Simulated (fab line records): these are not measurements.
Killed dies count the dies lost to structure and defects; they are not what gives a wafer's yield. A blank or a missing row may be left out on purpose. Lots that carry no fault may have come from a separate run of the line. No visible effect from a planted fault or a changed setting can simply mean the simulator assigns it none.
A lot that was struck, set against a sound lot / flow n5-finfet / 42 out of 1938 route steps
Sound: wafers L292.3, L292.4, L292.5. Struck: wafers L297.2, L297.6. (L297.4 of the same lot was not struck and is left out.) The cause comes at the end.
Order at every step that has rows: each side's tool, ch and its chambers, its first start. Under that, the readings that differ: sound wafers / struck wafers / difference of the means / sigmas: that difference in standard deviations of wafers without a fault.
alike: words and numbers the same on both sides, and readings whose means are apart by under 2 such deviations; not compared: readings that were withheld, readings missing a value for some wafer, numbers with overlapping values and no deviation given by the record, and bounds like >300 which may hide the same value.
A row with sigmas, a row that says differs or no value, or rows on one side alone: a step with any of these is where the two part. Numbers that have no deviation but don't overlap get no sigmas and don't part them. A reading that every wafer of one side lacks parts them only if that side has two wafers or more.

first, 11 steps without rows for these wafers: N5_BEOL_M0_SAQP_STRIP_113 (strips in CHF3/O2); N5_BEOL_M0_SAQP_MANDREL_ETCH_20 (etches a-Si in HBr/Cl2, stops on SiNx, target depth 60 nm, bt time 10 s, time 30 s); N5_BEOL_M0_SAQP_STRIP_86 (strips in N2/H2); N5_BEOL_M0_SAQP_STRIP_115 (strips in post etch residue remover, time 60 s); N5_BEOL_M0_SAQP_SRD_93 (time 30 s); N5_BEOL_M0_SAQP_RECESS_114 (chemistry HF/NH3, target SiO2, target depth 14.4 nm, afs cycles 3, sublimation time 60 s); N5_BEOL_M0_SAQP_SPACER1_ALD_98 (deposits SiO2, target thk 12.8 nm, pulse time 1 s, purge time 2 s); N5_BEOL_M0_SAQP_SPACER1_ETCHBACK_99 (etches SiO2 in CHF3/O2, target depth 15.4 nm, time 7.7 s); N5_BEOL_M0_SAQP_MANDREL1_REMOVE_100 (chemistry HBr/Cl2/O2, target a-Si, stops on SiNx, bt time 10 s); N5_BEOL_M0_SAQP_ETCH_101 (etches SiNx in CH3F/O2, target depth 29.9 nm, time 42.7 s); N5_BEOL_M0_SAQP_ETCH_102 (etches SiO2 in CF4, target depth 4 nm, time 4.4 s).
N5_BEOL_M0_SAQP_MANDREL_ETCH_103: etches a-Si in HBr/Cl2, stops on SiCN, target depth 45 nm, bt time 10 s, time 27 s.
  sound on rie-si-02 ch 1,2,3, day 8 08:32; struck on rie-si-02 ch 0,1, day 9 14:30
reading=model.SiCN_of_BEOL_M0_SAQP_PECVD_03.thk-nm (nm); sound=9.2 8.6 9.6; struck=6 6.6; difference=-3; sigmas=
  alike: drypump-motor-current-A, oes-product-au, throttle-valve-pct
  not compared: rf-hours-counter-h
then, 5 steps without rows for these wafers: N5_BEOL_M0_SAQP_RECESS_104 (chemistry HF/NH3, target SiO2, target depth 18 nm, afs cycles 3, sublimation time 60 s); N5_BEOL_M0_SAQP_COAT_105 (time 60 s, resist thk 100 nm); N5_BEOL_M0_SAQP_ETCH_106 (etches SOC in N2/H2, stops on SiNx, target depth 150 nm); N5_BEOL_M0_SAQP_ETCH_107 (etches SiNx in CH3F/O2, target depth 30 nm); N5_BEOL_M0_SAQP_STRIP_108 (strips in N2/H2).
N5_BEOL_M0_SAQP_RECESS_109: chemistry HF/NH3, target SiO2, target depth 3 nm, afs cycles 1, sublimation time 60 s.
  sound on vapor-etch-01 ch 0,1, day 8 09:16; struck on vapor-etch-02 ch 1, day 9 15:11
reading=drypump-motor-current-A (A); sound=5.70 5.63 5.68; struck=4.96 4.98; difference=-0.70; sigmas=-2
reading=model.SiCN_of_BEOL_M0_SAQP_PECVD_03.thk-nm (nm); sound=8.8 8.4 9.2; struck=5.8 6.4; difference=-2.7; sigmas=
then, 19 steps without rows for these wafers: N5_BEOL_M0_SAQP_SPACER2_ALD_26 (deposits SiO2, target thk 15 nm, pulse time 1 s, purge time 2 s); N5_BEOL_M0_SAQP_SPACER2_ETCHBACK_27 (etches SiO2 in CHF3/O2, target depth 22.5 nm, time 11.25 s); N5_BEOL_M0_SAQP_MANDREL2_REMOVE_110 (chemistry HBr/Cl2/O2, target a-Si, stops on SiCN, bt time 10 s); N5_BEOL_M0_SAQP_COAT_69 (time 60 s, resist thk 90 nm); N5_BEOL_M0_SAQP_COAT_72 (time 60 s, resist thk 15 nm); N5_BEOL_M0_SAQP_COAT_87 (time 60 s, resist thk 5 nm); N5_BEOL_M0_SAQP_COAT_34 (resist thk 30 nm); N5_BEOL_M0_SAQP_EBR_36; N5_BEOL_M0_SAQP_SOFTBAKE_35 (time 60 s); N5_BEOL_M0_SAQP_EXPOSE_37 (exposes mask M0 CUT1, target cd 30 nm); N5_BEOL_M0_SAQP_PEB_38 (peb time 60 s); N5_BEOL_M0_SAQP_DEVELOP_39 (develop time 30 s); N5_BEOL_M0_SAQP_DESCUM_45 (chemistry O2, time 7 s); N5_BEOL_M0_SAQP_ETCH_88 (etches underlayer in N2/H2, target depth 6.5 nm, time 5.2 s); N5_BEOL_M0_SAQP_ETCH_73 (etches SiARC in CF4, target depth 19.5 nm, time 32.5 s); N5_BEOL_M0_SAQP_CUT_ETCH_46 (etches SOC in N2/H2, target depth 135 nm, overetch 27 nm, time 202.5 s); N5_BEOL_M0_SAQP_STRIP_74 (strips in N2/H2); N5_BEOL_M0_SAQP_STRIP_89 (strips in N2/H2); N5_BEOL_M0_SAQP_ALD_48 (deposits SiO2, target thk 20 nm, pulse time 1 s, co reactant pulse time 1 s).
N5_BEOL_M0_ETCH_138: etches SiCN in CH3F/O2, target depth 12 nm, time 31.6 s.
  sound on rie-diel-06 ch 0,3, day 8 12:33; struck on rie-diel-06 ch 3, day 9 18:02
reading=etch-rf-on-time-s (s); sound=30.8 28.3 32.3; struck=31.6 21.6; difference=-3.9; sigmas=-4
  alike: drypump-motor-current-A, oes-product-au, rf-vpp-V, showerhead-plenum-p-Torr, throttle-valve-pct
  not compared: rf-hours-counter-h, model.etch.depth-nm, model.SiO2_of_BEOL_M0_SAQP_SPACER2_ALD_26.thk-nm
N5_BEOL_M0_HM_OPEN_105: chemistry Cl2/BCl3, target TiN, target depth 12 nm.
  sound on rie-metal-03 ch 0,1, day 8 13:25; struck on rie-metal-03 ch 0,1, day 9 22:07
  alike: drypump-motor-current-A, oes-product-au, throttle-valve-pct
  not compared: rf-hours-counter-h, model.SiO2_of_BEOL_M0_SAQP_SPACER2_ALD_26.thk-nm
N5_BEOL_M0_ETCH_128: etches SiCN in CF4/N2, target depth 12 nm, overetch 5.1 nm, time 21.4 s.
  sound on rie-diel-06 ch 0,2, day 8 14:28; struck on rie-diel-04 ch 1,2, day 9 22:32
reading=model.etch.depth-nm (nm); sound=8.817 8.325 9.199; struck=12 12; difference=+3; sigmas=
  alike: drypump-motor-current-A, oes-product-au, rf-vpp-V, showerhead-plenum-p-Torr, throttle-valve-pct
  not compared: rf-hours-counter-h
-- the record jumps here: 3 days lie between the struck wafers' starts before and after (it left off in module BEOL_M0 and takes up again in module BEOL_M4, whose first step shown is number 1111 of the route) --
N5_BEOL_M4_RC_MEAS_101:
  sound on prober-01 ch 0, day 11 16:10; struck on prober-02 ch 0, day 12 20:07
reading=VT_P (mV); sound=-246.1 -249.3 -250.4; struck=-253.1 -257.2; difference=-6.5; sigmas=-2
  alike: DIBL_N, DIBL_P, IOFF_N, IOFF_P, ION_N, ION_P, SS_N, SS_P, VT_N
after that, 1 step had no rows for these wafers: N5_PASSIVATION_PROBE_49.

== WHERE THEY PART ==
Earliest at N5_BEOL_M0_SAQP_RECESS_109; latest, in this record, at N5_BEOL_M4_RC_MEAS_101.

WHY: whatever the simulator had introduced
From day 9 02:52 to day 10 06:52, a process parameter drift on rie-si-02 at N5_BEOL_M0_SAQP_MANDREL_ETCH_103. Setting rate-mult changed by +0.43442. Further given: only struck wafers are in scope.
